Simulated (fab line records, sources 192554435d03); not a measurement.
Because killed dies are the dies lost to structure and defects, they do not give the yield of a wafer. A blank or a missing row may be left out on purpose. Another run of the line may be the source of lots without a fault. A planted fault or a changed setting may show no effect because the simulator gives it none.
fab line records -- flow n5_finfet
record lots=7, wafers=21
route steps=1938 shown WELL_APT@25 FIN_SAQP@100 SD_EPI_N@268
start_h: hours from the record's first day to the start of the lot's first wafer shown -- wait_h: hours elapsed since this lot's preceding step -- " unchanged from the row above -- L1.1+2: a row that stands for several wafers -- - no value present, or no start provided -- * or withheld: withheld -- < > ~ a bound
route shown NAME@n: NAME is a module with steps in the file, n the number in the route of the first one -- usual: average and standard deviation across the fault-free wafers -- same: alike in all rows -- chamber/n: place in a boat -- sites: the reading at each site -- _std_site: how widely they spread, as a standard deviation -- _edge_site: the outer-site mean with the inner-site mean subtracted -- radius_mm: how far each site lies from the wafer's centre -- mask NAME#n: copy n -- behind: tool/chamber where the wafer was last shaped -- hold: why the lot went on hold/how many hours it stayed there/how the hold came to an end -- device: transistor that didn't switch, given as n, p or np -- end of line: tests of these same wafers at the route's end -- step lacking rows: just its recipe -- killed: dies that structure and defects cost at the first sort, which is not the same as the wafer's yield -- map: a wafer's dies, x killed, . not, _ none there
set.NAME: the setting as run; set.NAME@STEP: as run at that earlier step -- model.NAME: the simulator's own value behind a step, which no gauge read
lots with deliberately changed settings; one table per step, one row per wafer
## steps
# step N5_WELL_APT_PEB_06
# recipe peb_temp_c=130, peb_time_s=90
lot.wafer,tool,chamber,start_h,wait_h,set.peb_time_s
L074.2+3+4,litho_track-02,0,13.71,0.0,90
L077.3+4+6,litho_track-04,0,31.59,0.0,90
L080.1+5,litho_track-02,0,49.59,0.1,90
L080.3,litho_track-02,0,49.59,0.1,77.24
L082.1+3,litho_track-02,0,61.57,0.1,106.5
L082.2,litho_track-02,0,61.57,0.1,90
L087.2+5,litho_track-02,0,91.44,0.0,90
L087.6,litho_track-02,0,91.44,0.0,82.24
L095.2+4,litho_track-02,0,139.54,0.0,73.15
L095.5,litho_track-02,0,139.54,0.0,90
L096.2+4+6,litho_track-03,0,145.70,0.0,90
# step N5_WELL_APT_DEVELOP_07
# recipe develop_time_s=45, rinse_liquid=surfactant_rinse, dry=air_spin, dev_temp_c=21
lot.wafer,tool,chamber,start_h,wait_h,set.develop_time_s
L074.2+3+4,litho_track-02,0,-,-,45
L077.3,litho_track-04,0,-,-,36.96
L077.4+6,litho_track-04,0,-,-,45
L080.1,litho_track-02,0,-,-,45
L080.3+5,litho_track-02,0,-,-,49.72
L082.1+2,litho_track-02,0,-,-,45
L082.3,litho_track-02,0,-,-,48.65
L087.2+6,litho_track-02,0,-,-,42.26
L087.5,litho_track-02,0,-,-,45
L095.2+4+5,litho_track-02,0,-,-,45
L096.2+4+6,litho_track-03,0,-,-,45
# step N5_WELL_APT_HARDBAKE_12
# recipe temp_c=130, time_s=120
# step N5_WELL_APT_CD_MEAS_08
# recipe target_cd_nm=200, landing_energy_ev=500, detector=se_inlens
# usual cd_nm=200.3/1.3
lot.wafer,tool,chamber,start_h,wait_h,set.peb_time_s@WELL_APT_PEB_06,cd_nm
L074.2,cd_sem-02,0,13.83,-,90,203.1
L074.3,cd_sem-02,0,13.83,-,90,201.7
L074.4,cd_sem-02,0,13.83,-,90,201.3
L077.3,cd_sem-01,0,31.71,-,90,198.7
L077.4,cd_sem-01,0,31.71,-,90,198.8
L077.6,cd_sem-01,0,31.71,-,90,198.8
L080.1,cd_sem-01,0,49.70,-,90,200.1
L080.3,cd_sem-01,0,49.70,-,77.24,196.5
L080.5,cd_sem-01,0,49.70,-,90,202.3
L082.1,cd_sem-03,0,61.68,-,106.5,206.9
L082.2,cd_sem-03,0,61.68,-,90,201.9
L082.3,cd_sem-03,0,61.68,-,106.5,206.5
L087.2,cd_sem-02,0,91.56,-,90,198.0
L087.5,cd_sem-02,0,91.56,-,90,200.1
L087.6,cd_sem-02,0,91.56,-,82.24,197.3
L095.2,cd_sem-02,0,139.66,-,73.15,192.1
L095.4,cd_sem-02,0,139.66,-,73.15,192.9
L095.5,cd_sem-02,0,139.66,-,90,200.3
L096.2,cd_sem-01,0,145.82,-,90,198.8
L096.4,cd_sem-01,0,145.82,-,90,198.2
L096.6,cd_sem-01,0,145.82,-,90,200.5
# step N5_WELL_APT_DESCUM_13
# recipe chemistry=O2, time_s=7.9, source_power_w=50, bias_power_w=20, pressure_mtorr=20, rf_frequency_hz=2.712e+07, temp_c=40, o2_flow_sccm=225
lot.wafer,tool,chamber,start_h,wait_h,set.peb_time_s@WELL_APT_PEB_06,model.WELL_APT.cd_nm
L074.2,rie_diel-05,3,14.06,0.2,90,203.1
L074.3+4,rie_diel-05,"0,2",14.06,0.2,90,201.6
L077.3,rie_diel-04,0,32.25,0.5,90,198.6
L077.4,rie_diel-04,3,32.25,0.5,90,198.9
L077.6,rie_diel-04,0,32.25,0.5,90,198.8
L080.1,rie_diel-05,3,49.79,0.0,90,199.9
L080.3,rie_diel-05,1,49.79,0.0,77.24,196.2
L080.5,rie_diel-05,1,49.79,0.0,90,202.2
L082.1,rie_diel-05,0,62.61,0.9,106.5,207
L082.2,rie_diel-05,1,62.61,0.9,90,202.1
L082.3,rie_diel-05,3,62.61,0.9,106.5,206.5
L087.2,rie_diel-02,2,91.64,0.0,90,198
L087.5,rie_diel-02,1,91.64,0.0,90,200.3
L087.6,rie_diel-02,0,91.64,0.0,82.24,197.2
L095.2,rie_diel-05,2,139.74,0.0,73.15,192.4
L095.4,rie_diel-05,3,139.74,0.0,73.15,193.4
L095.5,rie_diel-05,1,139.74,0.0,90,200.5
L096.2,rie_diel-04,3,145.94,0.1,90,199
L096.4,rie_diel-04,2,145.94,0.1,90,198.1
L096.6,rie_diel-04,3,145.94,0.1,90,200.3
# step N5_WELL_APT_COAT_19
# recipe spin_rpm=1357, resist_thk_nm=950
lot.wafer,tool,chamber,start_h,wait_h,set.spin_rpm,model.coat_of_WELL_APT_COAT_19.thk_nm
L074.2,litho_track-04,0,-,-,1357,951.2
L074.3,litho_track-04,0,-,-,1357,954.8
L074.4,litho_track-04,0,-,-,1357,949.6
L077.3,litho_track-03,0,-,-,1357,951.2
L077.4,litho_track-03,0,-,-,1357,948.7
L077.6,litho_track-03,0,-,-,1357,950.5
L080.1+3,litho_track-03,0,-,-,1357,951.8
L080.5,litho_track-03,0,-,-,1263,989.1
L082.1,litho_track-03,0,-,-,1419,930.1
L082.2,litho_track-03,0,-,-,1357,950.7
L082.3,litho_track-03,0,-,-,1357,950.8
L087.2,litho_track-04,0,-,-,1357,951.1
L087.5,litho_track-04,0,-,-,1205,1005
L087.6,litho_track-04,0,-,-,1357,949.1
L095.2,litho_track-03,0,-,-,1483,912.1
L095.4,litho_track-03,0,-,-,1357,952
L095.5,litho_track-03,0,-,-,1483,911.4
L096.2+6,litho_track-03,0,-,-,1357,952.2
L096.4,litho_track-03,0,-,-,1424,930.7
# step N5_WELL_APT_PEB_23
# recipe peb_temp_c=130, peb_time_s=90
lot.wafer,tool,chamber,start_h,wait_h,set.peb_temp_c
L074.2+3+4,litho_track-04,0,15.10,0.0,130
L077.3+4,litho_track-03,0,33.16,0.0,131.2
L077.6,litho_track-03,0,33.16,0.0,130
L080.1+3,litho_track-02,0,51.08,0.1,130
L080.5,litho_track-02,0,51.08,0.1,132.8
L082.1+3,litho_track-03,0,63.67,0.1,132.1
L082.2,litho_track-03,0,63.67,0.1,130
L087.2+5+6,litho_track-04,0,92.69,0.0,130
L095.2+4+5,litho_track-04,0,140.79,0.0,130
L096.2+4+6,litho_track-03,0,146.86,0.0,130
# step N5_WELL_APT_DEVELOP_24
# recipe develop_time_s=45, rinse_liquid=surfactant_rinse, dry=air_spin, dev_temp_c=21
# step N5_WELL_APT_HARDBAKE_29
# recipe temp_c=130, time_s=120
# step N5_WELL_APT_CD_MEAS_25
# recipe target_cd_nm=200, landing_energy_ev=500, detector=se_inlens
# usual cd_nm=199.9/1.3
lot.wafer,tool,chamber,start_h,wait_h,set.peb_temp_c@WELL_APT_PEB_23,cd_nm
L074.2,cd_sem-01,0,15.21,-,130,199.1
L074.3,cd_sem-01,0,15.21,-,130,199.9
L074.4,cd_sem-01,0,15.21,-,130,199.5
L077.3,cd_sem-02,0,33.28,-,131.2,206.3
L077.4,cd_sem-02,0,33.28,-,131.2,207.3
L077.6,cd_sem-02,0,33.28,-,130,199.3
L080.1,cd_sem-03,0,51.20,-,130,199.3
L080.3,cd_sem-03,0,51.20,-,130,199.7
L080.5,cd_sem-03,0,51.20,-,132.8,210.1
L082.1,cd_sem-03,0,63.79,-,132.1,210.9
L082.2,cd_sem-03,0,63.79,-,130,197.8
L082.3,cd_sem-03,0,63.79,-,132.1,210.5
L087.2,cd_sem-01,0,92.81,-,130,200.3
L087.5,cd_sem-01,0,92.81,-,130,199.2
L087.6,cd_sem-01,0,92.81,-,130,200.4
L095.2,cd_sem-01,0,140.90,-,130,205.6
L095.4,cd_sem-01,0,140.90,-,130,200.5
L095.5,cd_sem-01,0,140.90,-,130,203.5
L096.2,cd_sem-01,0,146.98,-,130,200.5
L096.4,cd_sem-01,0,146.98,-,130,202.1
L096.6,cd_sem-01,0,146.98,-,130,200.3
# step N5_WELL_APT_DESCUM_30
# recipe chemistry=O2, time_s=7.9, source_power_w=50, bias_power_w=20, pressure_mtorr=20, rf_frequency_hz=2.712e+07, temp_c=40, o2_flow_sccm=225
lot.wafer,tool,chamber,start_h,wait_h,set.peb_temp_c@WELL_APT_PEB_23,model.WELL_APT.cd_nm
L074.2,rie_diel-05,1,15.30,0.0,130,199.1
L074.3,rie_diel-05,0,15.30,0.0,130,200.3
L074.4,rie_diel-05,3,15.30,0.0,130,199.3
L077.3,rie_diel-05,3,33.37,0.0,131.2,206.5
L077.4,rie_diel-05,2,33.37,0.0,131.2,207.3
L077.6,rie_diel-05,3,33.37,0.0,130,199.8
L080.1+3,rie_diel-05,"2,0",51.29,0.0,130,199.9
L080.5,rie_diel-05,1,51.29,0.0,132.8,210.1
L082.1,rie_diel-05,0,64.44,0.6,132.1,210.6
L082.2,rie_diel-05,3,64.44,0.6,130,197.8
L082.3,rie_diel-05,2,64.44,0.6,132.1,210.8
L087.2,rie_diel-04,0,92.89,0.0,130,200.3
L087.5,rie_diel-04,3,92.89,0.0,130,199.1
L087.6,rie_diel-04,0,92.89,0.0,130,200.5
L095.2,rie_diel-05,0,140.99,0.0,130,205.4
L095.4,rie_diel-05,2,140.99,0.0,130,200.5
L095.5,rie_diel-05,2,140.99,0.0,130,204.2
L096.2,rie_diel-02,3,147.06,0.0,130,200.1
L096.4,rie_diel-02,0,147.06,0.0,130,201.9
L096.6,rie_diel-02,3,147.06,0.0,130,200.2
# step N5_FIN_SAQP_PECVD_06
# recipe material=a-Si, target_thk_a=600, temp_c=400, precursor=SiH4/He, pressure_torr=3, rf_w=100, time_s=48.1
lot.wafer,tool,chamber,start_h,wait_h,set.time_s,model.a-Si_of_FIN_SAQP_PECVD_06.thk_nm
L074.2,pecvd-04,2,21.34,0.0,48.1,59.46
L074.3,pecvd-04,1,21.34,0.0,48.1,59.25
L074.4,pecvd-04,0,21.34,0.0,48.1,60.4
L077.3,pecvd-01,1,40.15,0.0,48.1,59.54
L077.4,pecvd-01,2,40.15,0.0,48.1,60.59
L077.6,pecvd-01,1,40.15,0.0,54.27,68.77
L080.1,pecvd-03,2,57.47,0.0,48.1,59.28
L080.3,pecvd-03,1,57.47,0.0,44.79,55.05
L080.5,pecvd-03,2,57.47,0.0,44.79,54.85
L082.1,pecvd-01,0,70.04,0.0,52.5,64.95
L082.2,pecvd-01,1,70.04,0.0,52.5,64.62
L082.3,pecvd-01,2,70.04,0.0,48.1,60.19
L087.2,pecvd-03,1,98.69,0.0,48.1,58.6
L087.5,pecvd-03,1,98.69,0.0,52.7,66.32
L087.6,pecvd-03,2,98.69,0.0,48.1,60.49
L095.2,pecvd-01,0,146.72,0.0,48.1,59.21
L095.4,pecvd-01,1,146.72,0.0,48.1,60.19
L095.5,pecvd-01,0,146.72,0.0,55.29,69.96
L096.2,pecvd-01,2,152.95,0.0,41.54,50.32
L096.4,pecvd-01,2,152.95,0.0,48.1,59.78
L096.6,pecvd-01,0,152.95,0.0,41.54,51.9
# step N5_FIN_SAQP_THK_MEAS_07
# usual thk_nm=60.0/0.69
lot.wafer,tool,chamber,start_h,wait_h,set.time_s@FIN_SAQP_PECVD_06,thk_nm
L074.2,film_metro-01,-,21.43,0.1,48.1,59.5
L074.3,film_metro-01,-,21.43,0.1,48.1,59.2
L074.4,film_metro-01,-,21.43,0.1,48.1,60.4
L077.3,film_metro-02,-,40.24,0.1,48.1,59.5
L077.4,film_metro-02,-,40.24,0.1,48.1,60.6
L077.6,film_metro-02,-,40.24,0.1,54.27,68.8
L080.1,film_metro-01,-,57.55,0.1,48.1,59.3
L080.3,film_metro-01,-,57.55,0.1,44.79,55.1
L080.5,film_metro-01,-,57.55,0.1,44.79,54.8
L082.1,film_metro-01,-,70.13,0.1,52.5,65.0
L082.2,film_metro-01,-,70.13,0.1,52.5,64.6
L082.3,film_metro-01,-,70.13,0.1,48.1,60.2
L087.2,film_metro-01,-,98.78,0.1,48.1,58.6
L087.5,film_metro-01,-,98.78,0.1,52.7,66.3
L087.6,film_metro-01,-,98.78,0.1,48.1,60.5
L095.2,film_metro-01,-,146.81,0.1,48.1,59.1
L095.4,film_metro-01,-,146.81,0.1,48.1,60.2
L095.5,film_metro-01,-,146.81,0.1,55.29,70.0
L096.2,film_metro-01,-,153.04,0.1,41.54,50.3
L096.4,film_metro-01,-,153.04,0.1,48.1,59.8
L096.6,film_metro-01,-,153.04,0.1,41.54,51.9
# step N5_FIN_SAQP_EXPOSE_13
# recipe mask_id=FIN_CORE, na=1.35, source_shape=dipole, sigma_inner=0.538, sigma_outer=0.738, polarization=te, target_cd_nm=35.6, dose_mj=63.25
lot.wafer,tool,chamber,start_h,wait_h,mask,set.dose_mj
L074.2+3+4,arfi_scanner-01,0,21.67,-,FIN_CORE#0,63.25
L077.3+4+6,arfi_scanner-03,0,40.64,-,FIN_CORE#0,63.25
L080.1+5,arfi_scanner-02,0,57.92,-,FIN_CORE#0,58.75
L080.3,arfi_scanner-02,0,57.92,-,FIN_CORE#0,63.25
L082.1,arfi_scanner-01,0,70.49,-,FIN_CORE#0,63.25
L082.2+3,arfi_scanner-01,0,70.49,-,FIN_CORE#0,65.7
L087.2,arfi_scanner-02,0,99.01,-,FIN_CORE#0,66.73
L087.5+6,arfi_scanner-02,0,99.01,-,FIN_CORE#0,63.25
L095.2,arfi_scanner-03,0,147.17,-,FIN_CORE#0,59.14
L095.4+5,arfi_scanner-03,0,147.17,-,FIN_CORE#0,63.25
L096.2+6,arfi_scanner-01,0,153.40,-,FIN_CORE#0,59.79
L096.4,arfi_scanner-01,0,153.40,-,FIN_CORE#0,63.25
# step N5_FIN_SAQP_PEB_14
# recipe peb_temp_c=withheld, peb_time_s=60, resist=CAR-ArF
# step N5_FIN_SAQP_DEVELOP_15
# recipe develop_time_s=30, developer=TMAH, resist=CAR-ArF, dev_temp_c=23, rinse_liquid=diw, dry=air_spin
# step N5_FIN_SAQP_CD_MEAS_16
# recipe target_cd_nm=35.6, landing_energy_ev=500, detector=se_inlens
# usual cd_nm=35.55/0.27
lot.wafer,tool,chamber,start_h,wait_h,set.dose_mj@FIN_SAQP_EXPOSE_13,cd_nm
L074.2,cd_sem-02,0,21.79,-,63.25,35.69
L074.3,cd_sem-02,0,21.79,-,63.25,35.08
L074.4,cd_sem-02,0,21.79,-,63.25,35.65
L077.3,cd_sem-01,0,40.76,-,63.25,35.40
L077.4,cd_sem-01,0,40.76,-,63.25,35.54
L077.6,cd_sem-01,0,40.76,-,63.25,35.54
L080.1,cd_sem-02,0,58.05,-,58.75,37.74
L080.3,cd_sem-02,0,58.05,-,63.25,35.12
L080.5,cd_sem-02,0,58.05,-,58.75,37.51
L082.1,cd_sem-03,0,70.62,-,63.25,35.89
L082.2,cd_sem-03,0,70.62,-,65.7,34.41
L082.3,cd_sem-03,0,70.62,-,65.7,34.89
L087.2,cd_sem-03,0,99.14,-,66.73,33.86
L087.5,cd_sem-03,0,99.14,-,63.25,35.27
L087.6,cd_sem-03,0,99.14,-,63.25,35.73
L095.2,cd_sem-01,0,147.29,-,59.14,37.00
L095.4,cd_sem-01,0,147.29,-,63.25,35.55
L095.5,cd_sem-01,0,147.29,-,63.25,35.86
L096.2,cd_sem-02,0,153.52,-,59.79,37.01
L096.4,cd_sem-02,0,153.52,-,63.25,35.88
L096.6,cd_sem-02,0,153.52,-,59.79,37.25
# step N5_FIN_SAQP_HM_OPEN_73
# recipe chemistry=CHF3/O2, target=SiO2, stop_on=a-Si, target_depth_a=120, over_etch_frac=1.8, mask_material=SOC, time_s=16.8, pressure_mtorr=30, source_w=650, bias_w=170, Ar_flow_sccm=200, CHF3_flow_sccm=50, O2_flow_sccm=5, ion_energy_ev=200, ends=end_point
# step N5_FIN_SAQP_STRIP_74
# recipe chemistry=CHF3/O2, resist=SiARC, rf_frequency_hz=6e+07
# step N5_FIN_SAQP_MANDREL_ETCH_22
# recipe target_depth_a=600, chemistry=HBr/Cl2, target=a-Si, stop_on=SiNx, bt_time_s=10, over_etch_frac=0.5, time_s=30, pressure_mtorr=10, icp_w=800, bias_w=75, HBr_flow_sccm=150, Cl2_flow_sccm=80, ends=end_point
# usual oes_product_au=0.769/0.015
lot.wafer,tool,chamber,start_h,wait_h,set.time_s@FIN_SAQP_PECVD_06,oes_product_au,model.etch.depth_nm
L074.2,rie_si-04,2,22.17,0.0,48.1,0.749,59.45
L074.3,rie_si-04,3,22.17,0.0,48.1,0.776,59.24
L074.4,rie_si-04,1,22.17,0.0,48.1,0.801,60.4
L077.3,rie_si-06,2,41.49,0.0,48.1,0.747,59.53
L077.4,rie_si-06,3,41.49,0.0,48.1,0.783,60.59
L077.6,rie_si-06,2,41.49,0.0,54.27,0.819,68.77
L080.1,rie_si-06,0,58.43,0.0,48.1,0.742,59.28
L080.3,rie_si-06,1,58.43,0.0,44.79,0.736,55.04
L080.5,rie_si-06,2,58.43,0.0,44.79,0.713,54.85
L082.1,rie_si-06,0,71.01,0.0,52.5,0.787,64.94
L082.2,rie_si-06,2,71.01,0.0,52.5,0.787,64.54
L082.3,rie_si-06,3,71.01,0.0,48.1,0.784,60.18
L087.2,rie_si-06,3,99.52,0.0,48.1,0.759,58.54
L087.5,rie_si-06,3,99.52,0.0,52.7,0.825,66.26
L087.6,rie_si-06,2,99.52,0.0,48.1,0.756,60.48
L095.2,rie_si-05,2,148.51,0.0,48.1,0.774,59.2
L095.4,rie_si-05,1,148.51,0.0,48.1,0.773,60.18
L095.5,rie_si-05,1,148.51,0.0,55.29,0.850,69.95
L096.2,rie_si-06,2,153.90,0.0,41.54,0.682,50.32
L096.4,rie_si-06,3,153.90,0.0,48.1,0.780,59.77
L096.6,rie_si-06,1,153.90,0.0,41.54,0.708,51.9
# step N5_FIN_SAQP_FIN_ETCH_36
# recipe chemistry=HBr/Cl2/O2, target_depth_a=1200, mask_material=SiNx, time_s=50.4, bias_w=102, pressure_mtorr=10, icp_w=800, HBr_flow_sccm=150, Cl2_flow_sccm=80, O2_flow_sccm=12
lot.wafer,tool,chamber,start_h,wait_h,set.icp_w,model.FIN_SAQP.feature_depth_nm,model.etch.depth_nm
L074.2,rie_si-06,0,26.42,0.0,800,122.2,122.2
L074.3,rie_si-06,2,26.42,0.0,800,120.8,120.9
L074.4,rie_si-06,1,26.42,0.0,800,121.4,121.4
L077.3,rie_si-06,2,46.14,0.0,800,120.2,120.2
L077.4,rie_si-06,3,46.14,0.0,800,121.2,121.2
L077.6,rie_si-06,1,46.14,0.0,800,120.6,120.7
L080.1,rie_si-05,3,62.65,0.0,800,120,120
L080.3,rie_si-05,2,62.65,0.0,800,122.2,122.2
L080.5,rie_si-05,2,62.65,0.0,800,121.8,121.8
L082.1,rie_si-04,3,74.91,0.0,843.3,123.8,123.7
L082.2,rie_si-04,2,74.91,0.0,843.3,123,123
L082.3,rie_si-04,1,74.91,0.0,800,119.8,119.9
L087.2,rie_si-06,0,105.38,0.0,905,129.2,129.3
L087.5,rie_si-06,2,105.38,0.0,905,128.2,128.1
L087.6,rie_si-06,3,105.38,0.0,905,128,128
L095.2,rie_si-05,3,152.54,0.0,800,119.4,119.3
L095.4,rie_si-05,1,152.54,0.0,800,119.6,119.7
L095.5,rie_si-05,1,152.54,0.0,800,119,119.1
L096.2,rie_si-04,1,158.03,0.0,869.6,123,122.9
L096.4,rie_si-04,3,158.03,0.0,800,119.6,119.6
L096.6,rie_si-04,1,158.03,0.0,800,118.2,118.3
# step N5_SD_EPI_N_PEB_07
# recipe peb_temp_c=110, peb_time_s=60, resist=CAR-ArF-block
lot.wafer,tool,chamber,start_h,wait_h,set.peb_temp_c
L074.2+3+4,litho_track-04,0,49.76,0.0,110
L077.3+4+6,litho_track-02,0,68.83,0.0,110
L080.1+5,litho_track-04,0,84.15,0.1,107
L080.3,litho_track-04,0,84.15,0.1,110
L082.1,litho_track-03,0,99.62,0.1,113.4
L082.2+3,litho_track-03,0,99.62,0.1,110
L087.2+5+6,litho_track-03,0,126.63,0.0,110
L095.2+5,litho_track-03,0,174.19,0.0,108.3
L095.4,litho_track-03,0,174.19,0.0,110
L096.2,litho_track-04,0,179.70,0.0,110
L096.4+6,litho_track-04,0,179.70,0.0,106.9
## key
split step=N5_WELL_APT_PEB_06, setting=peb_time_s, stated=90, by=wafer
response step=N5_WELL_APT_CD_MEAS_08, reading=cd_nm, change=+0.329, per=1%, r=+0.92
response step=N5_WELL_APT_DESCUM_13, reading=model.WELL_APT.cd_nm, change=+0.326, per=1%, r=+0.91
split step=N5_WELL_APT_DEVELOP_07, setting=develop_time_s, stated=45, by=wafer
response none clear
split step=N5_WELL_APT_COAT_19, setting=spin_rpm, stated=1357, by=wafer
response step=N5_WELL_APT_COAT_19, reading=model.coat_of_WELL_APT_COAT_19.thk_nm, change=-4.73, per=1%, r=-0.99
split step=N5_WELL_APT_PEB_23, setting=peb_temp_c, stated=130, by=wafer
response step=N5_WELL_APT_CD_MEAS_25, reading=cd_nm, change=+6.25, per=1%, r=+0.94
response step=N5_WELL_APT_DESCUM_30, reading=model.WELL_APT.cd_nm, change=+6.11, per=1%, r=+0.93
split step=N5_FIN_SAQP_PECVD_06, setting=time_s, stated=48.1, by=wafer
response step=N5_FIN_SAQP_PECVD_06, reading=model.a-Si_of_FIN_SAQP_PECVD_06.thk_nm, change=+0.653, per=1%, r=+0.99
response step=N5_FIN_SAQP_THK_MEAS_07, reading=thk_nm, change=*, per=1%, r=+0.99
response step=N5_FIN_SAQP_MANDREL_ETCH_22, reading=oes_product_au, change=+0.00476, per=1%, r=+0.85
response step=N5_FIN_SAQP_MANDREL_ETCH_22, reading=model.etch.depth_nm, change=+0.652, per=1%, r=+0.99
split step=N5_FIN_SAQP_EXPOSE_13, setting=dose_mj, stated=63.25, by=wafer
response step=N5_FIN_SAQP_CD_MEAS_16, reading=cd_nm, change=-0.279, per=1%, r=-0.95
split step=N5_FIN_SAQP_FIN_ETCH_36, setting=icp_w, stated=800, by=wafer
response step=N5_FIN_SAQP_FIN_ETCH_36, reading=model.FIN_SAQP.feature_depth_nm, change=+0.525, per=1%, r=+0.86
response step=N5_FIN_SAQP_FIN_ETCH_36, reading=model.etch.depth_nm, change=+0.51, per=1%, r=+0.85
split step=N5_SD_EPI_N_PEB_07, setting=peb_temp_c, stated=110, by=wafer
response none in this file
